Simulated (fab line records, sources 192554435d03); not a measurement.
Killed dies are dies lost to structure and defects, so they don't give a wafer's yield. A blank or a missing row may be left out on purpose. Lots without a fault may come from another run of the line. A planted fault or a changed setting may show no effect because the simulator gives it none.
Which tool did it? | flow n5_finfet | 7 lots, 18 wafers sampled, at 8 steps of a route of 1938

WHAT THE GAUGES READ, wafer by wafer
N5_BEOL_M9_OCD_MEAS_38. Usual: trench_depth_nm 152.2 nm, standard deviation 2.1.
lot  | measured     | on     | trench_depth_nm (nm) | flag
L832 | day 9 19:03  | ocd-01 | 153.3 151.9 151.9    |
L833 | day 10 11:49 | ocd-02 | 151.8 151.6 151.8    |
L841 | day 12 02:26 | ocd-01 | 122.0 152.1          | OFF
L844 | day 12 23:43 | ocd-02 | 123.3 151.8          | OFF
L842 | day 13 03:59 | ocd-02 | 121.3 154.2          | OFF
L849 | day 13 19:14 | ocd-02 | 153.1 152.8 152.4    |
L855 | day 15 21:25 | ocd-02 | 155.1 151.2 149.9    |

N5_BEOL_M9_THK_MEAS_53: measures by xrf. Usual: M9_THK 142.0 nm, standard deviation 2.5.
lot  | measured     | on            | M9_THK (nm)       | flag
L832 | day 9 23:23  | film_metro-01 | 141.1 138.3 140.0 |
L833 | day 10 14:06 | film_metro-02 | 142.6 141.8 141.3 |
L841 | day 12 05:09 | film_metro-01 | 112.9 143.0       | OFF
L844 | day 13 01:59 | film_metro-01 | 111.8 139.7       | OFF
L842 | day 13 07:40 | film_metro-02 | 109.6 144.1       | OFF
L849 | day 13 21:34 | film_metro-02 | 143.9 145.8 143.7 |
L855 | day 15 23:29 | film_metro-02 | 144.2 141.1 141.1 |

N5_BEOL_M9_RS_MEAS_57: measures by four-point-probe. Usual: M9_RS 0.1503 ohm/sq, standard deviation 0.0027.
lot  | measured     | on            | M9_RS (ohm/sq)       | flag
L832 | day 9 23:32  | film_metro-02 | 0.1502 0.1532 0.1523 |
L833 | day 10 14:14 | film_metro-01 | 0.1502 0.1513 0.1515 |
L841 | day 12 05:17 | film_metro-02 | 0.1965 0.1501        | OFF
L844 | day 13 02:07 | film_metro-01 | 0.1930 0.1518        | OFF
L842 | day 13 07:49 | film_metro-01 | 0.1993 0.1484        | OFF
L849 | day 13 21:42 | film_metro-01 | 0.1490 0.1469 0.1491 |
L855 | day 15 23:37 | film_metro-01 | 0.1464 0.1509 0.1504 |

N5_BEOL_M15_RC_MEAS_101. Usual: COMB_M10 1.4e-11 S/m, standard deviation 3.2e-12; COMB_M11 1.4e-11 S/m, standard deviation 3.1e-12; COMB_M12 6.3e-12 S/m, standard deviation 1.4e-12; COMB_M13 4.3e-12 S/m, standard deviation 9.4e-13; COMB_M13_max_site 6.4e-12 S/m, standard deviation 1.6e-12; COMB_M14 3.3e-12 S/m, standard deviation 8.2e-13; COMB_M15 2.3e-12 S/m, standard deviation 5.4e-13; COMB_M5 3.6e-11 S/m, standard deviation 6.7e-12; COMB_M6 2.4e-11 S/m, standard deviation 5e-12; COMB_M7 2.5e-11 S/m, standard deviation 4.8e-12; COMB_M8 2.5e-11 S/m, standard deviation 5.2e-12; SERP_M10 3.08 ohm/um, standard deviation 0.059; SERP_M11 3.04 ohm/um, standard deviation 0.058; SERP_M12 0.632 ohm/um, standard deviation 0.011; SERP_M13 0.309 ohm/um, standard deviation 0.0048; SERP_M14 0.1610 ohm/um, standard deviation 0.0025; SERP_M5 38.3 ohm/um, standard deviation 1.3; SERP_M6 13.8 ohm/um, standard deviation 0.44; SERP_M6_max_site 14.4 ohm/um, standard deviation 0.48; SERP_M7 13.9 ohm/um, standard deviation 0.4; SERP_M8 14.0 ohm/um, standard deviation 0.42; SERP_M9 3.06 ohm/um, standard deviation 0.068; SERP_M9_max_site 3.14 ohm/um, standard deviation 0.078.
lot  | measured     | on        | COMB_M10 (S/m)          | COMB_M11 (S/m)          | COMB_M12 (S/m)          | COMB_M13 (S/m)          | COMB_M13_max_site (S/m) | COMB_M14 (S/m)          | COMB_M15 (S/m)          | COMB_M5 (S/m)           | COMB_M6 (S/m)           | COMB_M7 (S/m)           | COMB_M8 (S/m)           | SERP_M10 (ohm/um) | SERP_M11 (ohm/um) | SERP_M12 (ohm/um) | SERP_M13 (ohm/um) | SERP_M14 (ohm/um)    | SERP_M5 (ohm/um) | SERP_M6 (ohm/um) | SERP_M6_max_site (ohm/um) | SERP_M7 (ohm/um) | SERP_M8 (ohm/um) | SERP_M9 (ohm/um) | SERP_M9_max_site (ohm/um) | flag
L832 | day 11 18:17 | prober-02 | 1.6e-11 1.3e-11 1.4e-11 | 1.4e-11 1.2e-11 2.2e-11 | 7.9e-12 7.2e-12 8.5e-12 | 5.8e-12 3.1e-12 3.9e-12 | 6.8e-12 4.6e-12 4.8e-12 | 2.5e-12 2.8e-12 3.6e-12 | 2.9e-12 2.3e-12 2.6e-12 | 3.6e-11 4.8e-11 3.6e-11 | 2.5e-11 3.2e-11 2.5e-11 | 1.8e-11 2.1e-11 2.7e-11 | 2.1e-11 2.7e-11 2.9e-11 | 3.01 3.00 2.91    | 2.98 2.90 2.98    | 0.624 0.616 0.641 | 0.310 0.306 0.306 | 0.1609 0.1615 0.1618 | 43.5 39.7 41.5   | 13.6 13.8 13.5   | 14.2 14.3 13.8            | 13.9 14.7 14.4   | 13.5 13.8 14.1   | 3.10 3.13 3.14   | 3.16 3.23 3.19            |
L833 | day 12 04:39 | prober-01 | 1.7e-11 2.2e-11 1.8e-11 | 1.5e-11 1.6e-11 1.8e-11 | 5.8e-12 6.9e-12 8.5e-12 | 3.5e-12 4.4e-12 3.6e-12 | 4.2e-12 5.2e-12 4.8e-12 | 4.2e-12 3.5e-12 3.7e-12 | 2.1e-12 3.1e-12 2.2e-12 | 3.7e-11 3.6e-11 3.5e-11 | 3.4e-11 2.8e-11 2.7e-11 | 2.4e-11 3.5e-11 3.3e-11 | 3.9e-11 2.7e-11 2.2e-11 | 3.14 3.13 3.13    | 3.03 3.01 3.05    | 0.629 0.625 0.629 | 0.303 0.305 0.303 | 0.1620 0.1635 0.1619 | 39.5 38.3 38.9   | 13.1 13.7 13.7   | 13.5 14.5 14.1            | 13.8 14.1 14.0   | 13.8 13.7 14.1   | 3.10 3.06 3.02   | 3.21 3.17 3.16            |
L841 | day 13 21:41 | prober-02 | 1.5e-11 1.6e-11         | 2.4e-11 1.6e-11         | 4.2e-12 6e-12           | 5.7e-12 4.7e-12         | 8.9e-12 6.1e-12         | 2.4e-12 2.4e-12         | 1.8e-12 1.5e-12         | 3e-11 2.7e-11           | 2.7e-11 2.5e-11         | 3e-11 1.9e-11           | 1.9e-11 1.8e-11         | 3.07 3.06         | 3.03 3.07         | 0.626 0.614       | 0.308 0.312       | 0.1568 0.1576        | 39.2 38.8        | 13.4 13.2        | 14.1 13.8                 | 14.2 14.0        | 13.5 13.9        | 4.05 3.06        | 4.18 3.11                 | OFF
L844 | day 14 15:14 | prober-02 | 1.3e-11 1.7e-11         | 1.2e-11 1.3e-11         | 4.3e-12 6.8e-12         | 5.6e-12 4e-12           | 9.4e-12 6.2e-12         | 3.1e-12 2.1e-12         | 3.8e-12 2.7e-12         | 4.4e-11 4.5e-11         | 2.2e-11 2.9e-11         | 2.3e-11 3.4e-11         | 2.8e-11 2.8e-11         | 3.02 3.08         | 3.05 3.12         | 0.620 0.626       | 0.314 0.307       | 0.1612 0.1608        | 37.9 37.7        | 13.1 14.1        | 13.8 14.5                 | 13.6 13.7        | 14.4 14.8        | 3.92 3.12        | 4.01 3.19                 | OFF
L842 | day 15 05:25 | prober-02 | 1.6e-11 1.4e-11         | 1.3e-11 1.1e-11         | 7.4e-12 4.9e-12         | 2.7e-12 5.4e-12         | 3.6e-12 8.4e-12         | 2.5e-12 2.4e-12         | 2.5e-12 2.4e-12         | 4.7e-11 3.5e-11         | 2e-11 2.4e-11           | 2.4e-11 2.1e-11         | 3.1e-11 3e-11           | 3.05 3.09         | 2.99 3.03         | 0.642 0.631       | 0.307 0.303       | 0.1658 0.1608        | 39.5 37.2        | 14.1 13.6        | 15.0 14.0                 | 14.3 14.1        | 13.6 14.5        | 4.15 3.07        | 4.36 3.16                 | OFF
L849 | day 15 21:10 | prober-02 | 1.6e-11 1.6e-11 2.4e-11 | 1.5e-11 1.4e-11 1.8e-11 | 6.2e-12 7.9e-12 6.3e-12 | 3.9e-12 5.1e-12 3.5e-12 | 6.3e-12 5.4e-12 5.3e-12 | 4.6e-12 3.4e-12 4.5e-12 | 2.1e-12 1.9e-12 2.1e-12 | 3.7e-11 3.4e-11 3.2e-11 | 1.8e-11 2.2e-11 2e-11   | 2.5e-11 2.3e-11 2.3e-11 | 2.7e-11 2.4e-11 1.8e-11 | 3.14 3.19 3.08    | 3.09 2.97 3.04    | 0.635 0.635 0.623 | 0.307 0.301 0.310 | 0.1632 0.1612 0.1639 | 37.5 38.8 39.1   | 13.8 13.8 14.2   | 15.0 14.4 14.9            | 13.4 13.7 13.8   | 13.2 13.7 14.1   | 3.05 3.01 3.02   | 3.14 3.17 3.08            |
L855 | day 17 17:03 | prober-02 | 1.4e-11 1.8e-11 1.6e-11 | 1.3e-11 1.5e-11 1.6e-11 | 4.7e-12 5e-12 5.9e-12   | 3.5e-12 3.9e-12 4.2e-12 | 5.8e-12 7.9e-12 5.2e-12 | 3.2e-12 4.9e-12 4.7e-12 | 2.1e-12 2.5e-12 2.2e-12 | 5.3e-11 4.6e-11 3.5e-11 | 2e-11 2.7e-11 2.1e-11   | 3.1e-11 2.2e-11 2.1e-11 | 2.6e-11 3.1e-11 2.6e-11 | 3.11 3.10 3.11    | 2.96 3.02 3.02    | 0.632 0.622 0.628 | 0.309 0.307 0.302 | 0.1621 0.1601 0.1587 | 36.7 37.9 38.0   | 13.5 14.0 14.1   | 14.0 14.5 14.6            | 13.4 13.7 12.8   | 13.8 13.3 14.7   | 3.01 3.11 3.13   | 3.03 3.17 3.17            |

WHICH TOOL RAN EACH LOT (tool, then ch and the chambers of the sampled wafers, then the start)
lot  | N5_BEOL_M9_ETCH_65                 | N5_BEOL_M9_VIA_ETCH_34             | N5_BEOL_M9_TRENCH_ETCH_37          | N5_BEOL_M9_STRIP_80
L832 | rie_diel-01 ch 0,2,3, day 9 18:39  | rie_diel-01 ch 0,2,3, day 9 18:47  | rie_diel-01 ch 0,2,3, day 9 18:53  | rie_diel-01 ch 0,2,3, day 9 19:03 or earlier
L833 | rie_diel-01 ch 1,3, day 10 11:24   | rie_diel-01 ch 1,3, day 10 11:32   | rie_diel-01 ch 1,3, day 10 11:38   | rie_diel-01 ch 1,3, day 10 11:49 or earlier
L841 | rie_diel-01 ch 1,3, day 12 02:01   | rie_diel-01 ch 1,3, day 12 02:09   | rie_diel-01 ch 1,3, day 12 02:15   | rie_diel-01 ch 1,3, day 12 02:26 or earlier
L844 | rie_diel-01 ch 1,2, day 12 23:19   | rie_diel-01 ch 1,2, day 12 23:27   | rie_diel-01 ch 1,2, day 12 23:33   | rie_diel-01 ch 1,2, day 12 23:43 or earlier
L842 | rie_diel-01 ch 0,2, day 13 03:35   | rie_diel-01 ch 0,2, day 13 03:43   | rie_diel-01 ch 0,2, day 13 03:49   | rie_diel-01 ch 0,2, day 13 03:59 or earlier
L849 | rie_diel-02 ch 0,1,2, day 13 18:49 | rie_diel-02 ch 0,1,2, day 13 18:57 | rie_diel-02 ch 0,1,2, day 13 19:04 | rie_diel-02 ch 0,1,2, day 13 19:14 or earlier
L855 | rie_diel-03 ch 0,3, day 15 20:50   | rie_diel-03 ch 0,3, day 15 21:03   | rie_diel-03 ch 0,3, day 15 21:11   | rie_diel-03 ch 0,3, day 15 21:25 or earlier
- N5_BEOL_M9_ETCH_65: etches SiARC in CF4, target depth 15.6 nm, time 26 s.
- N5_BEOL_M9_VIA_ETCH_34: etches SiCOH lowk in C4F6/O2, target depth 182.4 nm, time 68.4 s.
- N5_BEOL_M9_TRENCH_ETCH_37: etches SiCOH lowk in C4F6/O2, target depth 151.43 nm, time 49 s.
- N5_BEOL_M9_STRIP_80: strips in N2/H2, time 10 s.

WHAT THE TOOLS THEMSELVES READ (means of the sampled wafers that have a number; where no wafer has one, the mark that the record gives instead)
N5_BEOL_M9_ETCH_65. Usual: bias_w 36.01 W, standard deviation 0.11; drypump_motor_current_A 5.6 A, standard deviation 0.5; etch_rf_on_time_s 25.8 s, standard deviation 0.43; oes_product_au 0.70 a.u., standard deviation 0.053; rf_vpp_V 184.1 V, standard deviation 1.1; showerhead_plenum_p_Torr 2.15 Torr, standard deviation 0.062; throttle_valve_pct 15.51 %, standard deviation 0.18.
lot  | tool        | bias_w (W) | drypump_motor_current_A (A) | etch_rf_on_time_s (s) | oes_product_au (a.u.) | rf_vpp_V (V) | showerhead_plenum_p_Torr (Torr) | throttle_valve_pct (%) | flag
L832 | rie_diel-01 | 35.98      | 5.4                         | 25.5                  | 0.72                  | 183.2        | 2.18                            | 15.50                  |
L833 | rie_diel-01 | 36.03      | 5.6                         | 25.9                  | 0.71                  | 183.5        | 2.17                            | 15.54                  |
L841 | rie_diel-01 | 35.92      | 5.6                         | 25.9                  | 0.69                  | 183.4        | 2.16                            | 15.57                  |
L844 | rie_diel-01 | 36.14      | 5.3                         | 25.5                  | 0.67                  | 183.9        | 2.10                            | 15.49                  |
L842 | rie_diel-01 | 35.86      | 5.3                         | 25.3                  | 0.69                  | 183.3        | 2.16                            | 15.56                  |
L849 | rie_diel-02 | 35.93      | 5.6                         | 25.7                  | 0.69                  | 183.2        | 2.13                            | 15.56                  |
L855 | rie_diel-03 | 36.03      | 5.7                         | 26.0                  | 0.72                  | 183.6        | 2.11                            | 15.26                  |

N5_BEOL_M9_VIA_ETCH_34. Usual: bias_w 185.0 W, standard deviation 0.57; drypump_motor_current_A 5.7 A, standard deviation 0.5; oes_product_au 0.81 a.u., standard deviation 0.063; rf_vpp_V 668 V, standard deviation 5; showerhead_plenum_p_Torr 2.86 Torr, standard deviation 0.083; throttle_valve_pct 20.81 %, standard deviation 0.2.
lot  | tool        | bias_w (W) | drypump_motor_current_A (A) | oes_product_au (a.u.) | rf_vpp_V (V) | showerhead_plenum_p_Torr (Torr) | throttle_valve_pct (%) | flag
L832 | rie_diel-01 | 184.6      | 5.4                         | 0.85                  | 670          | 2.89                            | 20.83                  |
L833 | rie_diel-01 | 185.4      | 5.6                         | 0.84                  | 676          | 2.88                            | 20.84                  |
L841 | rie_diel-01 | 185.4      | 5.6                         | 0.82                  | 674          | 2.87                            | 20.88                  |
L844 | rie_diel-01 | 184.2      | 5.3                         | 0.79                  | 667          | 2.79                            | 20.75                  |
L842 | rie_diel-01 | 184.2      | 5.3                         | 0.80                  | 666          | 2.87                            | 20.86                  |
L849 | rie_diel-02 | 185.2      | 5.7                         | 0.80                  | 662          | 2.83                            | 20.85                  |
L855 | rie_diel-03 | 185.3      | 5.7                         | 0.84                  | 671          | 2.80                            | 20.56                  |

N5_BEOL_M9_TRENCH_ETCH_37. Usual: bias_w 185.0 W, standard deviation 0.57; drypump_motor_current_A 5.7 A, standard deviation 0.5; oes_product_au 0.81 a.u., standard deviation 0.062; rf_vpp_V 668 V, standard deviation 5.1; showerhead_plenum_p_Torr 2.86 Torr, standard deviation 0.083; throttle_valve_pct 20.83 %, standard deviation 0.2.
lot  | tool        | bias_w (W) | drypump_motor_current_A (A) | oes_product_au (a.u.) | rf_vpp_V (V) | showerhead_plenum_p_Torr (Torr) | throttle_valve_pct (%) | flag
L832 | rie_diel-01 | 184.7      | 5.4                         | 0.84                  | 671          | 2.89                            | 20.85                  |
L833 | rie_diel-01 | 185.7      | 5.5                         | 0.84                  | 675          | 2.88                            | 20.89                  |
L841 | rie_diel-01 | 184.3      | 5.7                         | 0.76                  | 674          | 2.87                            | 20.87                  |
L844 | rie_diel-01 | 184.2      | 5.3                         | 0.72                  | 667          | 2.79                            | 20.75                  |
L842 | rie_diel-01 | 185.0      | 5.3                         | 0.75                  | 666          | 2.87                            | 20.86                  |
L849 | rie_diel-02 | 185.1      | 5.7                         | 0.80                  | 663          | 2.83                            | 20.89                  |
L855 | rie_diel-03 | 185.0      | 5.7                         | 0.85                  | 671          | 2.81                            | 20.60                  |

N5_BEOL_M9_STRIP_80. Usual: bias_power_w 6.999 W, standard deviation 0.023; drypump_motor_current_A 5.7 A, standard deviation 0.5; oes_product_au 0.81 a.u., standard deviation 0.063; rf_vpp_V 59.2 V, standard deviation 0.77; showerhead_plenum_p_Torr 2.55 Torr, standard deviation 0.078; throttle_valve_pct 23.48 %, standard deviation 0.19.
lot  | tool        | bias_power_w (W) | drypump_motor_current_A (A) | oes_product_au (a.u.) | rf_vpp_V (V) | showerhead_plenum_p_Torr (Torr) | throttle_valve_pct (%) | flag
L832 | rie_diel-01 | 6.986            | 5.4                         | 0.85                  | 59.0         | 2.57                            | 23.43                  |
L833 | rie_diel-01 | 7.032            | 5.6                         | 0.84                  | 60.0         | 2.57                            | 23.53                  |
L841 | rie_diel-01 | 6.997            | 5.6                         | 0.80                  | 59.2         | 2.55                            | 23.56                  |
L844 | rie_diel-01 | 6.990            | 5.3                         | 0.78                  | 58.8         | 2.50                            | 23.41                  |
L842 | rie_diel-01 | 6.983            | 5.3                         | 0.80                  | 59.8         | 2.56                            | 23.42                  |
L849 | rie_diel-02 | 6.982            | 5.7                         | 0.81                  | 59.2         | 2.52                            | 23.61                  |
L855 | rie_diel-03 | 7.012            | 5.7                         | 0.84                  | 59.7         | 2.50                            | 23.28                  |

THE ANSWER, worked out from the rows above alone
Rule: a lot is off if the mean of its wafers that have a number lies more than 3 standard deviations from the usual mean. A lot without any number at a reading at which 4 lots or more have one is off too. The other lots that the step has rows for count as sound. The gauges are gone through in route order, then the tools' own readings, and for those a lot's mean is taken as printed above. The first step at which some lot is off is used, and at that step the reading that is off furthest; a lot without a number counts as furthest.
Off: L841, L844, L842, at N5_BEOL_M9_OCD_MEAS_38 (trench_depth_nm).
A tool fits if, at a process step before that reading, it ran every lot that is off, and no sound lot after the first of them. The gauges at N5_BEOL_M9_OCD_MEAS_38 aren't tried: what is off there is off at N5_BEOL_M9_THK_MEAS_53 too, on other tools, and a gauge's error can't cause that. N5_BEOL_M9_STRIP_80 gives no start for some lots, so the hours and the order of its lots are those of N5_BEOL_M9_OCD_MEAS_38. One fits: rie_diel-01 at N5_BEOL_M9_ETCH_65 and N5_BEOL_M9_VIA_ETCH_34 and N5_BEOL_M9_TRENCH_ETCH_37 and N5_BEOL_M9_STRIP_80. At N5_BEOL_M9_ETCH_65 its last sound lot is L833 (day 10 11:24), its first lot that is off L841 (day 12 02:01): a fault that began between those two fits.

WHAT THE SIMULATOR HAD PUT IN
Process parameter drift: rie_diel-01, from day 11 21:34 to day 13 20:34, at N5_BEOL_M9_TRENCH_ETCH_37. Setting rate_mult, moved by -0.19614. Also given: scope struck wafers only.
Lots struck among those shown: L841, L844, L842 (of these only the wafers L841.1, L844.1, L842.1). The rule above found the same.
